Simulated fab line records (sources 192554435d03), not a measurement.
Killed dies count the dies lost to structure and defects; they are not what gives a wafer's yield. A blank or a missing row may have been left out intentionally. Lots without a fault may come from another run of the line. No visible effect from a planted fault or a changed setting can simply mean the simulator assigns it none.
Which tool is to blame? / flow n5-finfet / 72 wafers from 24 lots sampled at 5 of the route's 1938 steps

WHAT THE GAUGES READ, wafer by wafer
N5_BEOL_M2_OVL_MEAS_12. Usual: M2_OVL gives -0.3 nm (standard deviation 0.73).
lot=L074; measured=day 6 20:08; on=overlay-01; M2_OVL (nm)=-0.7 -0.3 -1.3; flag=
lot=L075; measured=day 6 22:41; on=overlay-02; M2_OVL (nm)=-0.5 0.8 -0.4; flag=
lot=L076; measured=day 6 22:47; on=overlay-01; M2_OVL (nm)=-0.7 0.9 -1.1; flag=
lot=L077; measured=day 7 06:55; on=overlay-01; M2_OVL (nm)=-0.5 0.1 0.3; flag=
lot=L078; measured=day 7 07:40; on=overlay-01; M2_OVL (nm)=0.1 -1.0 -0.2; flag=
lot=L079; measured=day 7 21:47; on=overlay-02; M2_OVL (nm)=0.4 -0.8 0.6; flag=
lot=L080; measured=day 8 00:46; on=overlay-02; M2_OVL (nm)=0.0 -0.6 0.8; flag=
lot=L081; measured=day 8 06:53; on=overlay-02; M2_OVL (nm)=-0.8 0.3 -0.3; flag=
lot=L082; measured=day 8 08:37; on=overlay-01; M2_OVL (nm)=-0.8 -0.1 -1.4; flag=
lot=L083; measured=day 8 16:53; on=overlay-01; M2_OVL (nm)=-0.5 -0.1 -0.2; flag=
lot=L084; measured=day 8 22:09; on=overlay-01; M2_OVL (nm)=1.0 -1.4 0.4; flag=
lot=L085; measured=day 9 08:50; on=overlay-02; M2_OVL (nm)=0.2 -1.5 -0.2; flag=
lot=L086; measured=day 9 10:11; on=overlay-01; M2_OVL (nm)=-0.7 0.5 -0.6; flag=
lot=L087; measured=day 9 23:07; on=overlay-02; M2_OVL (nm)=-0.5 0.2 -0.5; flag=
lot=L088; measured=day 10 03:05; on=overlay-01; M2_OVL (nm)=-0.4 -1.1 0.2; flag=
lot=L090; measured=day 10 07:42; on=overlay-01; M2_OVL (nm)=0.0 -0.8 -1.2; flag=
lot=L089; measured=day 10 09:44; on=overlay-02; M2_OVL (nm)=-0.1 1.0 -0.9; flag=
lot=L091; measured=day 10 15:55; on=overlay-01; M2_OVL (nm)=-0.6 0.0 -0.3; flag=
lot=L092; measured=day 11 02:11; on=overlay-01; M2_OVL (nm)=-0.1 0.8 -0.7; flag=
lot=L093; measured=day 11 07:01; on=overlay-01; M2_OVL (nm)=-0.4 0.2 -0.2; flag=
lot=L094; measured=day 11 12:25; on=overlay-02; M2_OVL (nm)=-1.6 -2.9 -0.6; flag=
lot=L095; measured=day 11 17:05; on=overlay-01; M2_OVL (nm)=0.1 0.2 -0.2; flag=
lot=L096; measured=day 11 19:34; on=overlay-02; M2_OVL (nm)=-1.2 -0.5 -0.1; flag=
lot=L097; measured=day 12 05:29; on=overlay-02; M2_OVL (nm)=-1.3 -1.4 -0.2; flag=

N5_BEOL_M2_OVL_MEAS_29. Usual: V1_OVL gives -0.7 nm (standard deviation 0.68).
lot=L074; measured=day 6 21:48; on=overlay-02; V1_OVL (nm)=-0.5 -1.1 -1.1; flag=
lot=L075; measured=day 6 23:37; on=overlay-02; V1_OVL (nm)=-0.5 -1.7 -0.9; flag=
lot=L076; measured=day 6 23:47; on=overlay-01; V1_OVL (nm)=-0.5 0.1 -0.5; flag=
lot=L077; measured=day 7 08:05; on=overlay-02; V1_OVL (nm)=-1.0 -0.2 -0.2; flag=
lot=L078; measured=day 7 08:32; on=overlay-02; V1_OVL (nm)=-0.6 -1.2 -1.4; flag=
lot=L079; measured=day 7 22:58; on=overlay-02; V1_OVL (nm)=0.9 1.4 -0.3; flag=
lot=L080; measured=day 8 02:07; on=overlay-01; V1_OVL (nm)=-0.8 -1.3 -0.3; flag=
lot=L081; measured=day 8 08:00; on=overlay-01; V1_OVL (nm)=-0.2 -0.3 -2.0; flag=
lot=L082; measured=day 8 09:29; on=overlay-01; V1_OVL (nm)=-0.9 -1.1 -0.9; flag=
lot=L083; measured=day 8 17:51; on=overlay-01; V1_OVL (nm)=0.8 -0.2 -1.2; flag=
lot=L084; measured=day 8 23:14; on=overlay-02; V1_OVL (nm)=-1.6 0.0 -1.7; flag=
lot=L085; measured=day 9 09:52; on=overlay-02; V1_OVL (nm)=-0.9 -1.3 -1.3; flag=
lot=L086; measured=day 9 11:04; on=overlay-02; V1_OVL (nm)=-0.7 -0.5 -1.9; flag=
lot=L087; measured=day 10 00:07; on=overlay-02; V1_OVL (nm)=-0.6 -1.0 -0.8; flag=
lot=L088; measured=day 10 04:01; on=overlay-01; V1_OVL (nm)=0.1 -1.7 -0.9; flag=
lot=L090; measured=day 10 08:44; on=overlay-02; V1_OVL (nm)=-0.2 0.9 0.4; flag=
lot=L089; measured=day 10 11:01; on=overlay-01; V1_OVL (nm)=-0.9 -1.5 -1.7; flag=
lot=L091; measured=day 10 16:58; on=overlay-01; V1_OVL (nm)=-0.9 0.5 -0.7; flag=
lot=L092; measured=day 11 03:07; on=overlay-01; V1_OVL (nm)=-0.4 -0.4 -1.3; flag=
lot=L093; measured=day 11 07:53; on=overlay-02; V1_OVL (nm)=-0.4 -0.3 -0.4; flag=
lot=L094; measured=day 11 13:25; on=overlay-01; V1_OVL (nm)=-1.7 -1.8 -1.8; flag=
lot=L095; measured=day 11 18:05; on=overlay-02; V1_OVL (nm)=-0.5 -0.6 -0.6; flag=
lot=L096; measured=day 11 20:31; on=overlay-01; V1_OVL (nm)=-1.2 -0.6 -1.8; flag=
lot=L097; measured=day 12 07:00; on=overlay-02; V1_OVL (nm)=0.3 -0.8 0.0; flag=

EACH LOT AND THE TOOL THAT RAN IT (in order: tool; ch and the chambers of the sampled wafers; start)
lot=L074; N5_BEOL_M1_ANNEAL_89=pvd-sputter-02, day 6 16:45; N5_BEOL_M1_SPUTTER_92=pvd-sputter-02, day 6 17:07; N5_BEOL_M2_PECVD_72=pecvd-02 ch 0,2, day 6 18:46
lot=L075; N5_BEOL_M1_ANNEAL_89=pvd-sputter-02, day 6 19:39; N5_BEOL_M1_SPUTTER_92=pvd-sputter-02, day 6 20:01; N5_BEOL_M2_PECVD_72=pecvd-01 ch 0,1,2, day 6 21:42
lot=L076; N5_BEOL_M1_ANNEAL_89=pvd-sputter-01, day 6 19:46; N5_BEOL_M1_SPUTTER_92=pvd-sputter-01, day 6 20:08; N5_BEOL_M2_PECVD_72=pecvd-01 ch 0,1,2, day 6 21:48
lot=L077; N5_BEOL_M1_ANNEAL_89=pvd-sputter-02, day 7 01:20; N5_BEOL_M1_SPUTTER_92=pvd-sputter-02, day 7 01:41; N5_BEOL_M2_PECVD_72=pecvd-01 ch 1,2, day 7 03:22
lot=L078; N5_BEOL_M1_ANNEAL_89=pvd-sputter-03, day 7 02:58; N5_BEOL_M1_SPUTTER_92=pvd-sputter-03, day 7 03:21; N5_BEOL_M2_PECVD_72=pecvd-03 ch 0,1, day 7 05:04
lot=L079; N5_BEOL_M1_ANNEAL_89=pvd-sputter-03, day 7 17:22; N5_BEOL_M1_SPUTTER_92=pvd-sputter-03, day 7 17:43; N5_BEOL_M2_PECVD_72=pecvd-01 ch 1,2, day 7 19:32
lot=L080; N5_BEOL_M1_ANNEAL_89=pvd-sputter-01, day 7 20:12; N5_BEOL_M1_SPUTTER_92=pvd-sputter-01, day 7 20:34; N5_BEOL_M2_PECVD_72=pecvd-01 ch 0,1,2, day 7 22:14
lot=L081; N5_BEOL_M1_ANNEAL_89=pvd-sputter-01, day 8 02:22; N5_BEOL_M1_SPUTTER_92=pvd-sputter-01, day 8 02:43; N5_BEOL_M2_PECVD_72=pecvd-01 ch 0,1, day 8 04:22
lot=L082; N5_BEOL_M1_ANNEAL_89=pvd-sputter-03, day 8 05:34; N5_BEOL_M1_SPUTTER_92=pvd-sputter-03, day 8 05:56; N5_BEOL_M2_PECVD_72=pecvd-03 ch 1,2, day 8 07:36
lot=L083; N5_BEOL_M1_ANNEAL_89=pvd-sputter-03, day 8 12:38; N5_BEOL_M1_SPUTTER_92=pvd-sputter-03, day 8 12:59; N5_BEOL_M2_PECVD_72=pecvd-01 ch 0,1,2, day 8 14:48
lot=L084; N5_BEOL_M1_ANNEAL_89=pvd-sputter-03, day 8 18:41; N5_BEOL_M1_SPUTTER_92=pvd-sputter-03, day 8 19:03; N5_BEOL_M2_PECVD_72=pecvd-01 ch 0,2, day 8 20:43
lot=L085; N5_BEOL_M1_ANNEAL_89=pvd-sputter-02, day 9 04:43; N5_BEOL_M1_SPUTTER_92=pvd-sputter-02, day 9 05:05; N5_BEOL_M2_PECVD_72=pecvd-03 ch 1,2, day 9 06:46
lot=L086; N5_BEOL_M1_ANNEAL_89=pvd-sputter-02, day 9 07:12; N5_BEOL_M1_SPUTTER_92=pvd-sputter-02, day 9 07:34; N5_BEOL_M2_PECVD_72=pecvd-01 ch 0,2, day 9 09:13
lot=L087; N5_BEOL_M1_ANNEAL_89=pvd-sputter-02, day 9 19:21; N5_BEOL_M1_SPUTTER_92=pvd-sputter-02, day 9 19:43; N5_BEOL_M2_PECVD_72=pecvd-03 ch 1,2, day 9 21:37
lot=L088; N5_BEOL_M1_ANNEAL_89=pvd-sputter-01, day 9 21:58; N5_BEOL_M1_SPUTTER_92=pvd-sputter-01, day 9 22:19; N5_BEOL_M2_PECVD_72=pecvd-01 ch 0,1, day 10 00:01
lot=L090; N5_BEOL_M1_ANNEAL_89=pvd-sputter-01, day 10 05:10; N5_BEOL_M1_SPUTTER_92=pvd-sputter-01, day 10 05:31; N5_BEOL_M2_PECVD_72=pecvd-01 ch 0,1, day 10 07:13
lot=L089; N5_BEOL_M1_ANNEAL_89=pvd-sputter-02, day 10 05:38; N5_BEOL_M1_SPUTTER_92=pvd-sputter-02, day 10 06:00; N5_BEOL_M2_PECVD_72=pecvd-03 ch 0,2, day 10 07:40
lot=L091; N5_BEOL_M1_ANNEAL_89=pvd-sputter-02, day 10 11:22; N5_BEOL_M1_SPUTTER_92=pvd-sputter-02, day 10 11:44; N5_BEOL_M2_PECVD_72=pecvd-02 ch 0,1, day 10 13:37
lot=L092; N5_BEOL_M1_ANNEAL_89=pvd-sputter-02, day 10 22:59; N5_BEOL_M1_SPUTTER_92=pvd-sputter-02, day 10 23:20; N5_BEOL_M2_PECVD_72=pecvd-02 ch 0,1, day 11 01:07
lot=L093; N5_BEOL_M1_ANNEAL_89=pvd-sputter-01, day 11 03:40; N5_BEOL_M1_SPUTTER_92=pvd-sputter-01, day 11 04:01; N5_BEOL_M2_PECVD_72=pecvd-02 ch 0,1, day 11 05:42
lot=L094; N5_BEOL_M1_ANNEAL_89=pvd-sputter-02, day 11 09:14; N5_BEOL_M1_SPUTTER_92=pvd-sputter-02, day 11 09:36; N5_BEOL_M2_PECVD_72=pecvd-02 ch 0,1, day 11 11:18
lot=L095; N5_BEOL_M1_ANNEAL_89=pvd-sputter-02, day 11 14:08; N5_BEOL_M1_SPUTTER_92=pvd-sputter-02, day 11 14:30; N5_BEOL_M2_PECVD_72=pecvd-01 ch 0,1, day 11 16:14
lot=L096; N5_BEOL_M1_ANNEAL_89=pvd-sputter-01, day 11 14:49; N5_BEOL_M1_SPUTTER_92=pvd-sputter-01, day 11 15:10; N5_BEOL_M2_PECVD_72=pecvd-01 ch 0,1,2, day 11 17:13
lot=L097; N5_BEOL_M1_ANNEAL_89=pvd-sputter-02, day 12 01:04; N5_BEOL_M1_SPUTTER_92=pvd-sputter-02, day 12 01:25; N5_BEOL_M2_PECVD_72=pecvd-03 ch 0,2, day 12 03:08
- N5_BEOL_M1_ANNEAL_89: time 240 s.
- N5_BEOL_M1_SPUTTER_92: material Cu, target thk 4.5 nm, time 8.29 s.
- N5_BEOL_M2_PECVD_72: deposits SiO2 from TEOS/O2, target thk 16 nm, time 18 s.

WHAT THE TOOLS THEMSELVES READ (means of the sampled wafers that have a number; where no wafer has one, the mark that the record gives instead)
N5_BEOL_M1_ANNEAL_89. Usual: heater-power-w reads 853 W (standard deviation 74).
lot=L074; tool=pvd-sputter-02; heater-power-w (W)=988; flag=
lot=L075; tool=pvd-sputter-02; heater-power-w (W)=886; flag=
lot=L076; tool=pvd-sputter-01; heater-power-w (W)=802; flag=
lot=L077; tool=pvd-sputter-02; heater-power-w (W)=913; flag=
lot=L078; tool=pvd-sputter-03; heater-power-w (W)=828; flag=
lot=L079; tool=pvd-sputter-03; heater-power-w (W)=797; flag=
lot=L080; tool=pvd-sputter-01; heater-power-w (W)=807; flag=
lot=L081; tool=pvd-sputter-01; heater-power-w (W)=824; flag=
lot=L082; tool=pvd-sputter-03; heater-power-w (W)=800; flag=
lot=L083; tool=pvd-sputter-03; heater-power-w (W)=832; flag=
lot=L084; tool=pvd-sputter-03; heater-power-w (W)=809; flag=
lot=L085; tool=pvd-sputter-02; heater-power-w (W)=879; flag=
lot=L086; tool=pvd-sputter-02; heater-power-w (W)=915; flag=
lot=L087; tool=pvd-sputter-02; heater-power-w (W)=904; flag=
lot=L088; tool=pvd-sputter-01; heater-power-w (W)=810; flag=
lot=L090; tool=pvd-sputter-01; heater-power-w (W)=799; flag=
lot=L089; tool=pvd-sputter-02; heater-power-w (W)=966; flag=
lot=L091; tool=pvd-sputter-02; heater-power-w (W)=931; flag=
lot=L092; tool=pvd-sputter-02; heater-power-w (W)=865; flag=
lot=L093; tool=pvd-sputter-01; heater-power-w (W)=800; flag=
lot=L094; tool=pvd-sputter-02; heater-power-w (W)=920; flag=
lot=L095; tool=pvd-sputter-02; heater-power-w (W)=854; flag=
lot=L096; tool=pvd-sputter-01; heater-power-w (W)=805; flag=
lot=L097; tool=pvd-sputter-02; heater-power-w (W)=847; flag=

N5_BEOL_M1_SPUTTER_92. Usual: throttle-valve-pct reads 30.1 % (standard deviation 1.2).
lot=L074; tool=pvd-sputter-02; throttle-valve-pct (%)=28.7; flag=
lot=L075; tool=pvd-sputter-02; throttle-valve-pct (%)=31.2; flag=
lot=L076; tool=pvd-sputter-01; throttle-valve-pct (%)=29.9; flag=
lot=L077; tool=pvd-sputter-02; throttle-valve-pct (%)=29.5; flag=
lot=L078; tool=pvd-sputter-03; throttle-valve-pct (%)=30.6; flag=
lot=L079; tool=pvd-sputter-03; throttle-valve-pct (%)=30.0; flag=
lot=L080; tool=pvd-sputter-01; throttle-valve-pct (%)=30.3; flag=
lot=L081; tool=pvd-sputter-01; throttle-valve-pct (%)=29.8; flag=
lot=L082; tool=pvd-sputter-03; throttle-valve-pct (%)=29.8; flag=
lot=L083; tool=pvd-sputter-03; throttle-valve-pct (%)=30.2; flag=
lot=L084; tool=pvd-sputter-03; throttle-valve-pct (%)=30.0; flag=
lot=L085; tool=pvd-sputter-02; throttle-valve-pct (%)=30.7; flag=
lot=L086; tool=pvd-sputter-02; throttle-valve-pct (%)=29.6; flag=
lot=L087; tool=pvd-sputter-02; throttle-valve-pct (%)=29.7; flag=
lot=L088; tool=pvd-sputter-01; throttle-valve-pct (%)=30.5; flag=
lot=L090; tool=pvd-sputter-01; throttle-valve-pct (%)=30.5; flag=
lot=L089; tool=pvd-sputter-02; throttle-valve-pct (%)=28.8; flag=
lot=L091; tool=pvd-sputter-02; throttle-valve-pct (%)=30.0; flag=
lot=L092; tool=pvd-sputter-02; throttle-valve-pct (%)=30.7; flag=
lot=L093; tool=pvd-sputter-01; throttle-valve-pct (%)=30.8; flag=
lot=L094; tool=pvd-sputter-02; throttle-valve-pct (%)=30.0; flag=
lot=L095; tool=pvd-sputter-02; throttle-valve-pct (%)=30.6; flag=
lot=L096; tool=pvd-sputter-01; throttle-valve-pct (%)=31.4; flag=
lot=L097; tool=pvd-sputter-02; throttle-valve-pct (%)=30.4; flag=

N5_BEOL_M2_PECVD_72. Usual: heater-power-w 719 W, standard deviation 75; showerhead-plenum-p-Torr 8.83 Torr, standard deviation 0.085; throttle-valve-pct 22.4 %, standard deviation 1.6.
lot=L074; tool=pecvd-02; heater-power-w (W)=657; showerhead-plenum-p-Torr (Torr)=8.72; throttle-valve-pct (%)=22.2; flag=
lot=L075; tool=pecvd-01; heater-power-w (W)=728; showerhead-plenum-p-Torr (Torr)=8.85; throttle-valve-pct (%)=22.9; flag=
lot=L076; tool=pecvd-01; heater-power-w (W)=718; showerhead-plenum-p-Torr (Torr)=8.85; throttle-valve-pct (%)=22.8; flag=
lot=L077; tool=pecvd-01; heater-power-w (W)=702; showerhead-plenum-p-Torr (Torr)=8.90; throttle-valve-pct (%)=22.5; flag=
lot=L078; tool=pecvd-03; heater-power-w (W)=834; showerhead-plenum-p-Torr (Torr)=8.87; throttle-valve-pct (%)=21.4; flag=
lot=L079; tool=pecvd-01; heater-power-w (W)=759; showerhead-plenum-p-Torr (Torr)=8.91; throttle-valve-pct (%)=22.5; flag=
lot=L080; tool=pecvd-01; heater-power-w (W)=754; showerhead-plenum-p-Torr (Torr)=8.85; throttle-valve-pct (%)=22.9; flag=
lot=L081; tool=pecvd-01; heater-power-w (W)=809; showerhead-plenum-p-Torr (Torr)=8.83; throttle-valve-pct (%)=24.3; flag=
lot=L082; tool=pecvd-03; heater-power-w (W)=735; showerhead-plenum-p-Torr (Torr)=8.88; throttle-valve-pct (%)=21.4; flag=
lot=L083; tool=pecvd-01; heater-power-w (W)=675; showerhead-plenum-p-Torr (Torr)=8.86; throttle-valve-pct (%)=22.9; flag=
lot=L084; tool=pecvd-01; heater-power-w (W)=754; showerhead-plenum-p-Torr (Torr)=8.89; throttle-valve-pct (%)=21.3; flag=
lot=L085; tool=pecvd-03; heater-power-w (W)=677; showerhead-plenum-p-Torr (Torr)=8.89; throttle-valve-pct (%)=21.7; flag=
lot=L086; tool=pecvd-01; heater-power-w (W)=762; showerhead-plenum-p-Torr (Torr)=8.88; throttle-valve-pct (%)=21.4; flag=
lot=L087; tool=pecvd-03; heater-power-w (W)=701; showerhead-plenum-p-Torr (Torr)=8.86; throttle-valve-pct (%)=21.7; flag=
lot=L088; tool=pecvd-01; heater-power-w (W)=732; showerhead-plenum-p-Torr (Torr)=8.83; throttle-valve-pct (%)=24.6; flag=
lot=L090; tool=pecvd-01; heater-power-w (W)=768; showerhead-plenum-p-Torr (Torr)=8.82; throttle-valve-pct (%)=24.5; flag=
lot=L089; tool=pecvd-03; heater-power-w (W)=723; showerhead-plenum-p-Torr (Torr)=8.90; throttle-valve-pct (%)=21.5; flag=
lot=L091; tool=pecvd-02; heater-power-w (W)=635; showerhead-plenum-p-Torr (Torr)=8.70; throttle-valve-pct (%)=22.0; flag=
lot=L092; tool=pecvd-02; heater-power-w (W)=664; showerhead-plenum-p-Torr (Torr)=8.70; throttle-valve-pct (%)=21.8; flag=
lot=L093; tool=pecvd-02; heater-power-w (W)=672; showerhead-plenum-p-Torr (Torr)=8.69; throttle-valve-pct (%)=21.9; flag=
lot=L094; tool=pecvd-02; heater-power-w (W)=660; showerhead-plenum-p-Torr (Torr)=8.71; throttle-valve-pct (%)=22.1; flag=
lot=L095; tool=pecvd-01; heater-power-w (W)=655; showerhead-plenum-p-Torr (Torr)=8.79; throttle-valve-pct (%)=23.6; flag=
lot=L096; tool=pecvd-01; heater-power-w (W)=733; showerhead-plenum-p-Torr (Torr)=8.84; throttle-valve-pct (%)=23.0; flag=
lot=L097; tool=pecvd-03; heater-power-w (W)=783; showerhead-plenum-p-Torr (Torr)=8.90; throttle-valve-pct (%)=21.6; flag=

THE ANSWER, worked out from the rows above alone
Rule: take the mean of a lot's wafers that have a number; if it is more than 3 standard deviations from the usual mean, the lot is off. Also off: a lot with no number at a reading for which 4 or more lots have one. All remaining lots with rows at the step are treated as sound. After the gauges, taken in route order, come the tools' own readings; for these a lot's mean is taken, as printed above. At the first step where some lot is off, the reading lying furthest off is the one used; lots without a number count as furthest.
Across all readings shown, no lot is off: no conclusion can be drawn from this.

WHAT WAS PUT IN BY THE SIMULATOR
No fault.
